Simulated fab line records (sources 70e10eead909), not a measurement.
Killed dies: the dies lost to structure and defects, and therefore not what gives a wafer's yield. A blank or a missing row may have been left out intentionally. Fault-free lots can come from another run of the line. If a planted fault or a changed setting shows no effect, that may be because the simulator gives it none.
Chamber matching + flow nand harc + NHARC_P_M1_DEP_33 on pecvd-03 has 3 sister chambers
The step deposits SiCN, target thk 30 nm. 6 wafers are shown with their chamber, then 7 later ones without.

== WAFERS WITH THEIR CHAMBER ==
| wafer  | chamber | heater power w (W) | rf fwd power W (W) |
|--------|---------|--------------------|--------------------|
| L083.6 | 2       | 663                | 449.8              |
| L085.2 | 0       | 507                | 449.1              |
| L085.5 | 1       | 513                | 447.5              |
| L085.6 | 2       | 748                | 447.9              |
| L086.1 | 1       | 552                | 449.0              |
| L086.2 | 0       | 426                | 448.2              |

== WAFERS MISSING THEIR CHAMBER ==
| wafer  | heater power w (W) | rf fwd power W (W) |
|--------|--------------------|--------------------|
| L086.4 | 439                | 450.9              |
| L088.3 | 435                | 448.3              |
| L088.4 | 454                | 449.2              |
| L088.5 | 634                | 448.0              |
| L089.1 | 509                | 449.3              |
| L089.3 | 544                | 450.1              |
| L089.5 | 690                | 448.0              |

== WHICH CHAMBER EACH ONE RAN IN ==
| wafer  | from the rows above          | in truth |
|--------|------------------------------|----------|
| L086.4 | can't be placed: 0 or 1      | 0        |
| L088.3 | can't be placed: 0 or 1      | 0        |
| L088.4 | can't be placed: 0 or 1      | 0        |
| L088.5 | can't be placed: 2 or 1 or 0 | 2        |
| L089.1 | can't be placed: 0 or 1      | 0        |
| L089.3 | can't be placed: 1 or 0 or 2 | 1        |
| L089.5 | 2                            | 2        |
1 of 7 placed correctly. Cannot be placed on the basis of these rows: 6; the candidates contain the true chamber in 6. Placed wrongly: 0.
How it was worked out, from the rows above alone: a wafer's distance from a chamber is the root of the sum, over the readings, of the square of ((its reading less the chamber's mean) divided by the reading's scatter). If the next closest chamber is less than 2 further off than the closest, the wafer can't be placed; otherwise it belongs to the closest. A chamber's mean is the mean of its shown wafers. The scatter: take each reading less its chamber's mean, square it, sum over the shown wafers, divide by the number of wafers less the number of chambers, and take the root.
